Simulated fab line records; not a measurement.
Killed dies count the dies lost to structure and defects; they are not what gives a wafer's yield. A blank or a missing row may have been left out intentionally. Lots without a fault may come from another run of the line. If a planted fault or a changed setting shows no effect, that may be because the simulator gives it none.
fab line records	flow n5_finfet
record: lots: 4	wafers: 12	last_day: 19
route steps=1938 shown HKMG_FIN@436 GATE_CUT@465 BEOL_M4@1111 PASSIVATION@1936
lots that met no fault: from a run of the same line without faults
start_h: hours from the record's opening day to when the first of the lot's shown wafers began	wait_h: hours from the lot's prior step to this one	" as in the row above	L1.1+2: several wafers, shown together as one row	- no value, or no start was given	* or withheld: withheld	< > ~ a bound
route shown NAME@n: NAME is a module with steps in the file, n the number in the route of the first one	usual: mean/standard deviation taken from wafers without a fault	same: alike in all rows	chamber/n: place in a boat	sites: each site's reading	_std_site: their standard deviation	_edge_site: outer sites' mean less inner sites'	radius_mm: how far each site lies from the wafer's centre	mask NAME#n: copy n	behind: the last tool/chamber to shape the wafer	hold: cause of the lot's hold/its duration in hours/its outcome	device: the transistor (n, p or np) that didn't switch	end of line: the tests these same wafers got at the end of their route	where a step has no rows: the recipe by itself	killed: not the wafer's yield, but the dies lost to structure and defects at the first sort	map: a wafer's dies, marking killed ones x, the rest . and places with no die _
set.NAME: setting as actually run; set.NAME@STEP: the setting as run at that earlier step	model.NAME: the simulator's own value behind a step, which no gauge read
lots seen at some steps along the route; tables by step, rows by wafer
services: when a tool's chamber went out of use (start_h, in hours from the record's first day, below 0 if earlier), for how many hours, and the reason
== steps ==
step: N5_HKMG_FIN_STRIP_33
recipe: chemistry: N2/H2	temp_c: 40	n2_flow_sccm: 200	h2_flow_sccm: 200	rf_frequency_hz: 6e+07
step: N5_HKMG_FIN_STRIP_34
recipe: chemistry: CF4	resist: SiARC	power_w: 300	bias_power_w: 75	pressure_mtorr: 50	cf4_flow_sccm: 150	rf_frequency_hz: 6e+07
step: N5_HKMG_FIN_ETCH_35
recipe: chemistry: N2/H2	target: SOC	target_depth_a: 2158	ion_energy_ev: 65	bias_w: 5	source_w: 3000	time_s: 243.4	pressure_mtorr: 30	n2_flow_sccm: 200	h2_flow_sccm: 200
step: N5_HKMG_FIN_STRIP_92
recipe: chemistry: N2/H2	material: SOC	time_s: 20	power_w: 500	temp_c: 40	pressure_mtorr: 50	rf_frequency_hz: 6e+07	bias_power_w: 8	h2_frac: 0.5	n2_flow_sccm: 300	h2_flow_sccm: 300
step: N5_HKMG_FIN_WET_ETCH_18
recipe: chemistry: SC1	target: TiN	mix: 1:1:5	temp_c: *	time_s: 55	target_depth_nm: 5.2	dry: ipa_marangoni	rinse_time_s: 30	rinse_temp_c: 23
step: N5_HKMG_FIN_STRIP_19
recipe: chemistry: N2/H2	power_w: 2500	temp_c: 300	h2_frac: 0.65	time_s: 360	pressure_mtorr: withheld	n2_flow_sccm: 1750	h2_flow_sccm: 3250
step: N5_HKMG_FIN_ALD_91
recipe: material: TiN	target_thk_a: 10	temp_c: 400	ald_precursor_family: TiCl4	ald_co_reactant: NH3	pulse_time_s: 1	purge_time_s: 3	co_reactant_purge_time_s: 2	co_reactant_pulse_time_s: 2	ald_cycles: 47	pressure_torr: 3
step: N5_HKMG_FIN_COAT_85
recipe: resist: SOC	temp_c: 250	time_s: 60	spin_rpm: 1500	resist_thk_nm: 300
step: N5_HKMG_FIN_ETCH_86
recipe: chemistry: N2/H2	target: SOC	target_depth_a: 3932	stop_on: TiN	ion_energy_ev: 100	bias_w: 61	pressure_mtorr: 30	source_w: 850	n2_flow_sccm: 200	h2_flow_sccm: 200
step: N5_HKMG_FIN_STRIP_89
recipe: chemistry: N2/H2	material: SOC	time_s: 20	power_w: 500	temp_c: 40	pressure_mtorr: 50	rf_frequency_hz: 6e+07	bias_power_w: 8	h2_frac: 0.5	n2_flow_sccm: 300	h2_flow_sccm: 300
step: N5_HKMG_FIN_WET_ETCH_87
recipe: chemistry: SC1	target: TiN	mix: 1:2:40	temp_c: 50	time_s: 154.2	target_depth_nm: 4.7	dry: ipa_marangoni	rinse_time_s: 30	rinse_temp_c: 23
step: N5_HKMG_FIN_STRIP_88
recipe: chemistry: N2/H2	power_w: 2500	temp_c: 300	h2_frac: 0.65	time_s: 360	pressure_mtorr: withheld	n2_flow_sccm: 1750	h2_flow_sccm: 3250
step: N5_HKMG_FIN_NWFM_ALD_20
recipe: material: TiAlC	target_thk_a: 20	temp_c: 300	ald_precursor_family: TiCl4	ald_co_reactant: TEA	pulse_time_s: 3	purge_time_s: 2	co_reactant_purge_time_s: 2	co_reactant_pulse_time_s: 10	ald_cycles: 7	pressure_torr: 3
usual: heater_power_w: 517/70	precursor_pulse_height_rel: 0.997/0.018	susceptor_temp_C: 300.03/0.2
lot.wafer	tool	chamber	start_h	wait_h	heater_power_w	precursor_pulse_height_rel	susceptor_temp_C
L762.2	ald_metal-04	2	113.27	0.3	389	1.048	288.64
L762.5	"	0	"	"	454	1.000	288.23
L762.6	"	1	"	"	424	0.983	288.66
L763.3	ald_metal-04	0	121.39	0.1	438	0.967	288.51
L763.4	"	1	"	"	420	1.004	288.40
L763.6	"	0	"	"	434	0.994	288.50
L775.2	ald_metal-02	2	192.03	0.3	611	0.977	300.10
L775.4	"	3	"	"	631	0.977	299.85
L775.5	"	1	"	"	498	0.987	300.03
L779.1	ald_metal-04	1	215.66	0.3	455	1.007	300.00
L779.3	"	3	"	"	493	1.031	299.91
L779.4	"	0	"	"	479	1.011	299.75
step: N5_HKMG_FIN_ALD_71
recipe: material: TiN	target_thk_a: 10	temp_c: 400	ald_precursor_family: TiCl4	ald_co_reactant: NH3	pulse_time_s: 1	purge_time_s: 3	co_reactant_purge_time_s: 2	co_reactant_pulse_time_s: 2	ald_cycles: 47	pressure_torr: 3
step: N5_HKMG_FIN_COAT_66
recipe: resist: SOC	temp_c: 250	time_s: 60	spin_rpm: 1500	resist_thk_nm: 300
step: N5_HKMG_FIN_ETCH_67
recipe: chemistry: N2/H2	target: SOC	target_depth_a: 3889	stop_on: TiN	ion_energy_ev: 100	bias_w: 61	pressure_mtorr: 30	source_w: 850	n2_flow_sccm: 200	h2_flow_sccm: 200
step: N5_HKMG_FIN_STRIP_90
recipe: chemistry: N2/H2	material: SOC	time_s: 20	power_w: 500	temp_c: 40	pressure_mtorr: 50	rf_frequency_hz: 6e+07	bias_power_w: 8	h2_frac: 0.5	n2_flow_sccm: 300	h2_flow_sccm: 300
step: N5_HKMG_FIN_WET_ETCH_73
recipe: chemistry: SC1	mix: 1:2:40	temp_c: 50	time_s: 42.3	target_depth_nm: 1.3	dry: ipa_marangoni	rinse_time_s: 30	rinse_temp_c: 23
step: N5_HKMG_FIN_ETCHBACK_68
recipe: chemistry: Cl2/Ar	stop_on: HfO2	target_depth_a: 5	pressure_mtorr: 10	icp_w: 600	bias_w: 60	Cl2_flow_sccm: 40	Ar_flow_sccm: 60
step: N5_HKMG_FIN_STRIP_69
recipe: chemistry: N2/H2	power_w: 2500	temp_c: 300	h2_frac: 0.65	time_s: 360	pressure_mtorr: withheld	n2_flow_sccm: 1750	h2_flow_sccm: 3250
step: N5_HKMG_FIN_ALD_21
recipe: material: TiN	target_thk_a: 15	temp_c: 400	ald_precursor_family: TiCl4	ald_co_reactant: NH3	pulse_time_s: 1	purge_time_s: 3	co_reactant_purge_time_s: 2	co_reactant_pulse_time_s: 2	ald_cycles: 68	pressure_torr: 3
step: N5_HKMG_FIN_ALD_72
recipe: material: W	target_thk_a: 20	temp_c: 300	pressure_torr: 7.5	ald_precursor_family: WF6	ald_co_reactant: B2H6	pulse_time_s: 1	purge_time_s: 2	co_reactant_purge_time_s: 2	co_reactant_pulse_time_s: 3	ald_cycles: 7
step: N5_HKMG_FIN_W_FILL_22
recipe: material: W	target_thk_a: 600	temp_c: 400	pressure_torr: 39.4	time_s: 18.2
step: N5_HKMG_FIN_PRECLEAN_83
recipe: chemistry: DIW	time_s: 57.5	temp_c: 23
step: N5_HKMG_FIN_SRD_84
recipe: dry_time_s: 32	dry: n2_spin	spin_rpm: 1500
step: N5_HKMG_FIN_CMP_23
recipe: stop_on: SiNx	t_overpolish_s: 10	post_cmp_clean: rinse_only	down_force_psi: 4	platen_rpm: 50.289	pad_velocity_m_s: 1.0006	target_thk_nm: 46.326
step: N5_HKMG_FIN_CMP_94
recipe: stop_on: SiNx	post_cmp_clean: w_dilute_nh4oh	t_overpolish_s: 4.7	down_force_psi: 4	platen_rpm: 50.289	pad_velocity_m_s: 1.0006	target_thk_nm: 43.299
step: N5_GATE_CUT_ETCHBACK_00
recipe: chemistry: SF6/Cl2	target: W	pressure_mtorr: 8	icp_w: 900	bias_w: 80	SF6_flow_sccm: 40	Cl2_flow_sccm: 60
step: N5_GATE_CUT_ETCH_56
recipe: chemistry: Cl2/Ar	target: TiN	target_depth_a: 216	pressure_mtorr: 10	icp_w: 600	bias_w: 60	Cl2_flow_sccm: 40	Ar_flow_sccm: 60
step: N5_GATE_CUT_ETCHBACK_30
recipe: chemistry: Cl2/Ar	target: TiN	target_depth_a: 30	mode: isotropic	pressure_mtorr: 10	icp_w: 600	bias_w: 60	Cl2_flow_sccm: 40	Ar_flow_sccm: 60
step: N5_GATE_CUT_VAPOR_ETCH_60
recipe: chemistry: BCl3/Cl2	target: HfO2	mode: isotropic
step: N5_GATE_CUT_ETCH_58
recipe: chemistry: CH3F/O2	target: SiNx	target_depth_a: 170	time_s: 128.6	ion_energy_ev: 50	pressure_mtorr: 30	source_w: 415	bias_w: 21	Ar_flow_sccm: 150	CH3F_flow_sccm: 30	O2_flow_sccm: 20
step: N5_GATE_CUT_STRIP_59
recipe: chemistry: N2/H2	time_s: 20	power_w: 100	temp_c: 40	pressure_mtorr: 100	rf_frequency_hz: 6e+07	bias_power_w: 3	n2_flow_sccm: 300	h2_flow_sccm: 300
step: N5_GATE_CUT_PRECLEAN_31
recipe: temp_c: 23	chemistry: DIW	time_s: 300
step: N5_GATE_CUT_SRD_32
recipe: time_s: 30	temp_c: 23	rinse_liquid: diw	dry: ipa_marangoni
step: N5_GATE_CUT_SAC_CAP_01
recipe: material: SiNx	target_thk_a: 240	temp_c: 400	ald_precursor_family: SiH2I2	ald_co_reactant: N2/H2-plasma	pulse_time_s: 1	ald_cycles: 480	purge_time_s: 2	co_reactant_purge_time_s: 2	pressure_torr: 2
step: N5_GATE_CUT_PECVD_57
recipe: material: SiNx	target_thk_a: 210	temp_c: 400	precursor: SiH4/NH3/N2	pressure_torr: 1.5	rf_w: 300
step: N5_GATE_CUT_CMP_02
recipe: stop_on: SiO2	t_overpolish_s: 12.7	post_cmp_clean: alkaline_brush	down_force_psi: 2.5	platen_rpm: 51.8	pad_velocity_m_s: 1.0307	target_thk_nm: 0
step: N5_GATE_CUT_HM_DEP_46
recipe: material: SiO2	target_thk_a: 1300	temp_c: 400	precursor: TEOS/O2	pressure_torr: 6.5	rf_w: 900	teos_flow_sccm: 161.4	gas: O2	flow_sccm: 2650	time_s: 26.6
step: N5_BEOL_M4_RC_MEAS_101
usual: DIBL_N: 36.1/1.3	DIBL_P: 36.1/1.7	IOFF_N: 0.154/0.022	IOFF_N_85C: 3.0/0.36	IOFF_N_LIN: 0.072/0.0088	IOFF_N_LONG: 5.47e-05/2.6e-06	IOFF_P: 0.201/0.024	IOFF_P_LONG: 0.000102/7.6e-06	ION_N: 675/8.9	ION_P: 462/5.9	SS_N: 71.5/0.49	SS_P: 73.3/0.58	VT_N: 250.0/2.7	VT_N_LONG: 275.2/1.9	VT_N_LVT: 98.5/2.8	VT_P: -251.3/2.7	VT_P_LONG: -276.1/2.9	VT_P_LVT: -99.6/1.9
lot.wafer	tool	chamber	start_h	wait_h	DIBL_N[mV/V]	DIBL_P[mV/V]	IOFF_N[nA/um]	IOFF_N_85C[nA/um]	IOFF_N_LIN[nA/um]	IOFF_N_LONG[nA/um]	IOFF_P[nA/um]	IOFF_P_LONG[nA/um]	ION_N[uA/um]	ION_P[uA/um]	SS_N[mV/dec]	SS_P[mV/dec]	VT_N[mV]	VT_N_LONG[mV]	VT_N_LVT[mV]	VT_P[mV]	VT_P_LONG[mV]	VT_P_LVT[mV]
L762.2	prober-01	0	199.62	0.2	36.3	37.4	0.075	1.6	0.035	3.79e-05	0.267	0.00013	625	471	71.5	73.2	270.8	291.9	118.0	-242.3	-265.3	-90.9
L762.5	"	0	"	"	35.3	36.5	0.072	1.6	0.035	3.81e-05	0.243	0.000125	633	474	70.7	72.7	271.2	291.3	116.3	-244.1	-268.3	-92.7
L762.6	"	0	"	"	36.4	36.4	0.071	1.6	0.033	3.86e-05	0.236	0.000125	625	472	71.3	72.7	272.2	293.0	117.4	-243.7	-266.9	-93.4
L763.3	prober-02	0	213.20	0.3	34.1	32.0	0.060	1.4	0.029	3.74e-05	0.204	0.000123	625	466	70.9	72.1	273.2	293.4	120.9	-246.8	-267.7	-94.7
L763.4	"	0	"	"	36.1	33.3	0.070	1.6	0.032	3.77e-05	0.220	0.000122	626	464	72.4	73.1	270.7	294.8	119.5	-248.1	-270.4	-94.8
L763.6	"	0	"	"	37.0	35.1	0.085	1.8	0.039	3.79e-05	0.256	0.000126	641	475	71.6	73.7	267.3	294.5	115.2	-244.4	-266.7	-91.4
L775.2	prober-01	0	289.66	0.2	35.2	35.1	0.146	2.9	0.069	5.5e-05	0.190	0.000101	680	466	71.9	72.8	250.5	275.8	99.9	-249.6	-274.7	-99.9
L775.4	"	0	"	"	36.0	36.3	0.148	2.9	0.070	5.5e-05	0.196	0.000102	670	463	72.3	72.7	251.4	274.9	99.3	-250.8	-275.8	-98.8
L775.5	"	0	"	"	33.6	32.6	0.116	2.4	0.058	5.47e-05	0.158	0.000103	660	457	71.6	71.7	255.8	272.3	103.1	-252.9	-276.4	-101.2
L779.1	prober-01	0	322.46	0.0	34.4	34.5	0.120	2.5	0.061	5.23e-05	0.148	8.9e-05	673	461	71.5	72.9	253.3	275.7	98.9	-257.6	-280.3	-103.1
L779.3	"	0	"	"	37.1	37.9	0.162	3.2	0.076	5.22e-05	0.182	9.1e-05	677	459	71.4	73.9	248.8	278.4	94.3	-253.7	-279.6	-98.6
L779.4	"	0	"	"	35.9	36.7	0.149	3.0	0.071	5.13e-05	0.175	9.2e-05	671	456	72.4	73.4	249.1	277.3	94.7	-255.6	-280.6	-100.0
step: N5_PASSIVATION_PROBE_49
usual: defect_limited_yield: 90.9/1.3	killed_at_M0_to_M3: 35/10	killed_at_M4_up: 15/5.7	killed_at_contacts: 14/6.4	killed_at_front_end: 40/11	killed_at_other: 4/3.1	killed_dies: 108/16	killed_open: 71/11	killed_short: 34/7.7	sort_bin_5_function: 5.4/0.9	sort_bin_6_memory: 3.4/0.61	sort_bin_8_speed: 0/0	sort_n_pass: 1072/16	sort_yield_pct: 90.9/1.3
same: gross_dies: 1180	killed_at_back_side: 0	sort_bin_4_leakage[%]: 0
lot.wafer	tool	chamber	start_h	wait_h	defect_limited_yield[%]	killed_at_M0_to_M3	killed_at_M4_up	killed_at_contacts	killed_at_front_end	killed_at_other	killed_dies	killed_open	killed_short	sort_bin_5_function[%]	sort_bin_6_memory[%]	sort_bin_8_speed[%]	sort_n_pass	sort_yield_pct[%]
L762.2	prober-01	-	299.84	0.1	89.8	35	18	16	46	5	120	78	41	6.3	3.6	21.19	810	68.6
L762.5	prober-01	-	299.99	0.2	88.6	29	18	30	51	7	135	91	44	7.4	3.7	5.85	976	82.7
L762.6	prober-01	-	300.04	0.3	90.1	29	7	27	53	1	117	78	39	5.2	4.6	33.05	673	57.0
L763.3	prober-01	-	327.36	0.1	88.1	61	12	22	46	0	141	84	57	7.2	4.4	18.98	815	69.1
L763.4	prober-01	-	327.41	0.2	88.8	60	15	10	44	3	132	103	25	6.9	3.7	34.66	639	54.2
L763.6	prober-01	-	327.51	0.3	89.4	58	17	4	45	1	125	78	46	6.7	3.6	0.42	1050	89.0
L775.2	prober-01	-	400.13	0.1	90.6	38	20	6	47	0	111	78	31	5.2	3.8	0	1069	90.6
L775.4	prober-01	-	400.23	0.2	86.7	51	34	18	50	4	157	103	53	7.6	5.2	0	1023	86.7
L775.5	prober-01	-	400.28	0.2	89.7	43	21	13	41	4	122	82	38	5.8	4.1	0	1058	89.7
L779.1	prober-01	-	447.31	0.0	89.9	41	17	21	37	3	119	78	40	5.7	4.2	0	1061	89.9
L779.3	prober-01	-	447.41	0.1	89.6	44	14	15	46	4	123	81	41	6.0	4.0	0	1057	89.6
L779.4	prober-01	-	447.46	0.2	90.0	39	18	14	43	4	118	78	37	5.8	3.7	0	1062	90.0
killed by level:class
L762.2 BEOL_M1:geometric_particle:open=16 FIN_SAQP:geometric_particle:short=13 MOL_CONTACT_COAG:geometric_particle:open=12 STI_FIN_REVEAL:geometric_particle:open=9 BEOL_M3:geometric_particle:open=9 BEOL_M4:geometric_particle:open=7 FIN_SAQP:geometric_particle:open=5 BEOL_M5:geometric_particle:open=5
L762.5 MOL_CONTACT_COAG:geometric_particle:open=22 FIN_SAQP:geometric_particle:open=15 STI_FIN_REVEAL:geometric_particle:open=13 FIN_SAQP:geometric_particle:short=11 BEOL_M4:geometric_particle:open=10 BEOL_M2:geometric_particle:open=9 MOL_CONTACT_COAG:geometric_particle:short=8 BEOL_M1:geometric_particle:open=5
L762.6 MOL_CONTACT_COAG:geometric_particle:open=23 FIN_SAQP:geometric_particle:open=14 FIN_SAQP:geometric_particle:short=13 BEOL_M2:geometric_particle:open=10 DUMMY_GATE:geometric_particle:open=5 BEOL_M0_SAQP:geometric_particle:open=5 STI_FIN_REVEAL:geometric_particle:short=4 STI_FIN_REVEAL:geometric_particle:open=4
L763.3 BEOL_M0_SAQP:geometric_particle:short=21 MOL_CONTACT_COAG:geometric_particle:open=17 BEOL_M0_SAQP:geometric_particle:open=14 BEOL_M2:geometric_particle:open=11 STI_FIN_REVEAL:geometric_particle:open=8 BEOL_M3:geometric_particle:open=8 FIN_SAQP:geometric_particle:open=6 FIN_SAQP:geometric_particle:short=6
L763.4 BEOL_M2:geometric_particle:open=17 BEOL_M0_SAQP:geometric_particle:open=15 STI_FIN_REVEAL:geometric_particle:open=13 BEOL_M3:geometric_particle:open=11 MOL_CONTACT_COAG:geometric_particle:open=10 BEOL_M4:geometric_particle:open=9 FIN_SAQP:geometric_particle:open=6 BEOL_M0_SAQP:geometric_particle:short=5
L763.6 BEOL_M0_SAQP:geometric_particle:open=18 BEOL_M0_SAQP:geometric_particle:short=13 BEOL_M2:geometric_particle:open=11 BEOL_M4:geometric_particle:open=10 FIN_SAQP:geometric_particle:open=8 BEOL_M3:geometric_particle:open=8 GATE_CUT:geometric_particle:short=8 STI_FIN_REVEAL:geometric_particle:open=4
L775.2 FIN_SAQP:geometric_particle:open=15 BEOL_M4:geometric_particle:open=12 BEOL_M3:geometric_particle:open=11 DUMMY_GATE:geometric_particle:open=7 STI_FIN_REVEAL:geometric_particle:open=6 BEOL_M0_SAQP:geometric_particle:open=6 BEOL_M0_SAQP:geometric_particle:short=5 BEOL_M2:geometric_particle:short=5
L775.4 BEOL_M4:geometric_particle:open=21 MOL_CONTACT_COAG:geometric_particle:open=13 BEOL_M3:geometric_particle:open=12 BEOL_M0_SAQP:geometric_particle:short=10 DUMMY_GATE:geometric_particle:open=8 FIN_SAQP:geometric_particle:short=7 BEOL_M1:geometric_particle:open=7 BEOL_M0_SAQP:geometric_particle:open=6
L775.5 FIN_SAQP:geometric_particle:open=11 STI_FIN_REVEAL:geometric_particle:open=11 MOL_CONTACT_COAG:geometric_particle:open=11 BEOL_M0_SAQP:geometric_particle:short=10 BEOL_M4:geometric_particle:open=10 BEOL_M0_SAQP:geometric_particle:open=8 BEOL_M1:geometric_particle:open=6 BEOL_M2:geometric_particle:open=5
L779.1 MOL_CONTACT_COAG:geometric_particle:open=19 BEOL_M0_SAQP:geometric_particle:short=13 FIN_SAQP:geometric_particle:open=11 BEOL_M3:geometric_particle:open=9 FIN_SAQP:geometric_particle:short=8 BEOL_M0_SAQP:geometric_particle:open=8 STI_FIN_REVEAL:geometric_particle:open=7 DUMMY_GATE:geometric_particle:open=4
L779.3 STI_FIN_REVEAL:geometric_particle:open=19 MOL_CONTACT_COAG:geometric_particle:open=12 FIN_SAQP:geometric_particle:open=11 BEOL_M0_SAQP:geometric_particle:short=9 BEOL_M2:geometric_particle:short=9 BEOL_M0_SAQP:geometric_particle:open=8 BEOL_M4:geometric_particle:open=7 STARTING-WAFER:geometric_particle:short=6
L779.4 MOL_CONTACT_COAG:geometric_particle:open=13 BEOL_M0_SAQP:geometric_particle:short=13 BEOL_M0_SAQP:geometric_particle:open=12 FIN_SAQP:geometric_particle:open=11 FIN_SAQP:geometric_particle:short=9 STI_FIN_REVEAL:geometric_particle:open=8 BEOL_M4:geometric_particle:open=7 BEOL_M0:geometric_particle:open=5
map L762.5 (x killed, . not)
_________________............________________
______________....x.x.........x._____________
___________.x.....x................__________
__________...x......x......x..x....._________
________.x.................x........x._______
_______......x............xx...........______
______.........x........................_____
_____..x...................xx.....x......____
____..x....xx.x...........................___
___..........x.x...x.......................__
___.........................xx.........x...__
__...x...xx.x.x....x...x..x........x........_
__.x...............x....x..................._
_......x.x.....x...x...xx............x.......
_....x...x.x.........................x....x..
_.........x...x..........................x.x.
_.............x.....x..x............x........
_...................x...........xx...x..x....
_.............x...x..........x.x........xx...
_......xx......x........x........x....x.....x
_...........x........x......xx.........x.....
__.....x.......x........xx.......x.......xx._
__......x....................x.....x........_
___.....x.........x................x...x...__
___..x......x..x..x.....x..xx...xx....x....__
____..............x.x............x......x.___
_____...................x................____
______.........x...........x.....x......_____
_______........x..x....................______
________x.......x.....x..x...x..x....._______
__________.x.xx...x..x........x....._________
___________..........x......x..x...__________
______________.................._____________
_________________....x.......________________
map L763.3 (x killed, . not)
_________________........x...________________
______________.................._____________
___________....x....x............xx__________
__________..................x......._________
________.............................._______
_______.......x...............x...x.x..______
______x.x..x..............x............._____
_____........x.......x....x..............____
____.......xx..........xx..xx.............___
___...x...........xx......x..x...x.......x.__
___..........x.x.x.......................x.__
__.x..........x.x.....x...x.....xx..xx......_
__.....xx..........x....x..........x..x....._
_........xx........x...x.x...x..x......x.....
_.x.xx....x........x...........x............x
_............x....x.x........................
_..x....x......x.......x.........x...........
_.x........x.............x..x...............x
_..x....x....x.x......x........x.............
_....x....................x.x.............x..
_....x.......................x.x.............
__.............x..x.....................x..._
__.....x.....x.......x.........x.x...x......_
___...........x....x................x......__
___....x...x......x.x.....x.......x........__
____x......................x..x.x.........___
_____..........x........x...............x____
______...x........x..x....x....xxx......_____
_______x..x.........x................x.______
________...................x....x....._______
__________....x...x......xx.....xx.._________
___________........................__________
______________...............xx._____________
_________________x......xx.xx________________
== services ==
tool	chamber	start_h	hours	kind
ald_metal-02	-	113.13	2.8	pm
ald_metal-04	3	119.15	3.5	repair
ald_metal-02	-	144.38	0.7	repair
ald_metal-02	2	156.52	9.5	repair
ald_metal-04	2	180.31	24.7	repair
== key ==
first_sign: step: N5_HKMG_FIN_NWFM_ALD_20	reading: susceptor_temp_C	direction: down	sigmas: 59	usual: *	struck: *
effect: step: N5_BEOL_M4_RC_MEAS_101	reading: VT_N_LONG	direction: up	sigmas: 9.6	usual: 275.2	struck: 293.2
effect: step: N5_BEOL_M4_RC_MEAS_101	reading: VT_N	direction: up	sigmas: 7.7	usual: 250.0	struck: 270.9
effect: step: N5_BEOL_M4_RC_MEAS_101	reading: VT_N_LVT	direction: up	sigmas: 6.8	usual: 98.5	struck: 117.9
effect: step: N5_BEOL_M4_RC_MEAS_101	reading: IOFF_N_LONG	direction: down	sigmas: 6.6	usual: 5.47e-05	struck: 3.79e-05
effect: step: N5_BEOL_M4_RC_MEAS_101	reading: ION_N	direction: down	sigmas: 5.1	usual: 675	struck: 629
effect: step: N5_BEOL_M4_RC_MEAS_101	reading: IOFF_N_LIN	direction: down	sigmas: 4.4	usual: 0.072	struck: 0.034
effect: step: N5_BEOL_M4_RC_MEAS_101	reading: IOFF_N_85C	direction: down	sigmas: 4	usual: 3.0	struck: 1.6
effect: step: N5_BEOL_M4_RC_MEAS_101	reading: IOFF_N	direction: down	sigmas: 3.7	usual: 0.154	struck: 0.072
effect: step: N5_BEOL_M4_RC_MEAS_101	reading: VT_P_LVT	direction: up	sigmas: 3.5	usual: -99.6	struck: -93.0
effect: step: N5_BEOL_M4_RC_MEAS_101	reading: IOFF_P_LONG	direction: up	sigmas: 3	usual: 0.000102	struck: 0.000125
effect: step: N5_BEOL_M4_RC_MEAS_101	reading: VT_P_LONG	direction: up	sigmas: 3	usual: -276.1	struck: -267.5
effect: step: N5_BEOL_M4_RC_MEAS_101	reading: VT_P	direction: up	sigmas: 2.4	usual: -251.3	struck: -244.9
effect: step: N5_PASSIVATION_PROBE_49	reading: sort_bin_8_speed	direction: up	sigmas: 99+	usual: 0	struck: 19.03
met_at N5_HKMG_FIN_NWFM_ALD_20
struck_wafers L762.2,L762.5,L762.6,L763.3,L763.4,L763.6
fault: kind: process_parameter_drift	tool: ald_metal-04	chamber: -	onset_h: 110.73	steps: N5_HKMG_FIN_NWFM_ALD_20	channel: temp_c	offset: *	shape: step	end_h: 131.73	acts_in: *	stated: *
